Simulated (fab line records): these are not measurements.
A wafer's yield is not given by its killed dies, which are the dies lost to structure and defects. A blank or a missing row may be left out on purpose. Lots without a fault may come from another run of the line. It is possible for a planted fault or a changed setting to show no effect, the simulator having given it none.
The same fault as seen by 2 desks ; flow n5Finfet ; each desk holds nothing but its own numbers, with what lay behind them at the end

FROM THE METROLOGY DESK
Means of the sampled wafers that have a number, per lot and without regard to the tool the lot ran on: this is what the gauges read. Any lot whose mean is over 4 standard deviations away from the usual mean is out of limits and marked OUT; that distance is given in the brackets. 7 of its 11 readings are shown: the first one out of limits and those lying furthest out on some lot.
Columns: A = cdNm at N5_BEOL_M4_CD_MEAS_28, usual 26.23 nm; B = DIBL_N at N5_BEOL_M4_RC_MEAS_101, usual 37.0 mV/V; C = DIBL_P at N5_BEOL_M4_RC_MEAS_101, usual 37.3 mV/V; D = IOFF_N at N5_BEOL_M4_RC_MEAS_101, usual 0.17 nA/um; E = IOFF_P at N5_BEOL_M4_RC_MEAS_101, usual 0.23 nA/um; F = ION_N at N5_BEOL_M4_RC_MEAS_101, usual 675 uA/um; G = SS_P at N5_BEOL_M4_RC_MEAS_101, usual 73.6 mV/dec
lot;first seen here;A;B;C;D;E;F;G
L133;day 7 12:19;26.41;40.4;40.4;0.25;0.31;689;74.9
L139;day 9 02:51;25.87;37.7;39.0;0.20;0.24;693;73.9
L138;day 9 03:24;26.45;37.1;39.1;0.20;0.28;682;73.0
L141;day 9 21:51;26.19;38.4;40.1;0.19;0.27;684;74.5
L143;day 10 02:52;26.28;34.5;32.9;0.12;0.19;668;72.6
L145;day 10 15:22;14.30 (-52) OUT;-;-;-;-;-;-
L152;day 12 16:34;26.36;36.2;33.8;0.15;0.19;674;72.8
L153;day 13 03:59;26.27;37.4;38.5;0.18;0.22;670;73.4
L155;day 13 17:47;26.01;37.8;38.9;0.19;0.27;681;73.9
This desk finds L145 out of limits, L145 being first, at day 10 15:22 (cdNm at N5_BEOL_M4_CD_MEAS_28). Within limits: L133, L139, L138, L141, L143, L152, L153, L155.

THE TOOL OWNER'S DESK: euvScanner-01
The tool's own readings at N5_BEOL_M4_EXPOSE_25 (exposes mask V3, defocus 5 nm): means of the sampled wafers that have a number, for each lot that ran on this tool. Any lot whose mean is over 4 standard deviations away from the usual mean is out of limits and marked OUT; that distance is given in the brackets.
Columns: A = exposureDoseMJCm2 at N5_BEOL_M4_EXPOSE_25, usual 62.82
lot;first seen here;A
L133;day 7 12:12;62.82
L138;day 9 03:15;62.82
L143;day 10 02:44;62.75
L145;day 10 15:13;69.29 (+99 or more) OUT
This desk finds L145 out of limits, L145 being first, at day 10 15:13 (exposureDoseMJCm2 at N5_BEOL_M4_EXPOSE_25). Within limits: L133, L138, L143.

BROUGHT TOGETHER
An alarm could have come from the tool owner's desk at day 10 15:13, on L145.
Metrology desk: alarm possible at day 10 15:22 on L145.
Every lot named ran N5_BEOL_M4_EXPOSE_25 on euvScanner-01.

WHAT THE SIMULATOR HAD INSERTED
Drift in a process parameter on euvScanner-01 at N5_BEOL_M4_EXPOSE_25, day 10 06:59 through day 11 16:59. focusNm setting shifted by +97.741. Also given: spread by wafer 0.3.
Shown lots that were struck: L145.
Delay (hours) between the fault's onset and each desk's first out-of-limits reading: 8 at the tool owner's desk, 8 at the metrology desk.
